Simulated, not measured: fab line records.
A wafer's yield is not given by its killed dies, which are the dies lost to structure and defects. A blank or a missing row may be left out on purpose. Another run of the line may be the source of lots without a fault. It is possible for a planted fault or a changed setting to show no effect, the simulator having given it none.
Chamber matching ; flow nand-harc ; 4 sister chambers for NHARC_A_CHANNEL_HOLE_D1_ETCH_16 on rie-diel-03
The step etches the open film in O2/COS, target depth 3100 nm, time 806 s. 14 wafers are shown with their chamber, then 7 later ones without.

== WAFERS, EACH WITH ITS CHAMBER ==
wafer;chamber;drypump-motor-current-A (A);oes-product-au (a.u.);rf-vpp-V (V)
L983.3;3;5.46;0.992;315.4
L983.4;2;5.33;1.005;310.3
L983.5;1;5.71;1.002;311.6
L984.1;3;5.47;0.986;314.0
L984.2;1;5.75;0.994;310.8
L984.5;1;5.73;0.993;312.0
L992.2;3;5.45;0.989;314.9
L992.4;0;5.01;1.005;314.7
L992.5;1;5.73;0.989;310.9
L997.3;1;5.72;1.002;312.1
L997.4;3;5.49;0.989;315.6
L997.6;3;5.46;0.987;315.9
L999.2;2;5.36;1.007;312.2
L999.3;3;5.48;0.987;316.2

SIGNATURES, as means of the wafers listed above
reading;chamber 0;chamber 1;chamber 2;chamber 3;scatter within a chamber
drypump-motor-current-A;5.0100;5.7280;5.3450;5.4683;0.0155
oes-product-au;1.00500;0.99600;1.00600;0.98833;0.00399
rf-vpp-V;314.700;311.480;311.250;315.333;0.799
Rule: for each reading, subtract the chamber's mean from the wafer's reading, divide by that reading's scatter and square the result; add these up over the readings and take the root, which gives the wafer's distance from the chamber. If the next closest chamber is less than 2 further off than the closest, the wafer can't be placed; otherwise it belongs to the closest. How the scatter is found: for the shown wafers, subtract from each reading the mean of its chamber, square and add these, divide the total by (wafers less chambers), then take the root.

== WAFERS MISSING THEIR CHAMBER ==
wafer;drypump-motor-current-A (A);oes-product-au (a.u.);rf-vpp-V (V)
L999.5;5.03;1.000;313.9
L103.2;5.48;0.987;313.7
L103.3;5.36;1.007;311.4
L103.6;5.37;1.007;312.6
L105.1;5.73;0.993;311.0
L105.2;5.02;0.993;312.6
L105.4;5.43;0.986;314.7

== WHICH CHAMBER EACH WENT THROUGH ==
wafer;from the rows above;in truth
L999.5;0;0
L103.2;3;3
L103.3;2;2
L103.6;2;2
L105.1;1;1
L105.2;0;0
L105.4;3;3
Placed correctly: 7 of 7. Can't be placed from these rows: 0. Number placed wrongly: 0.
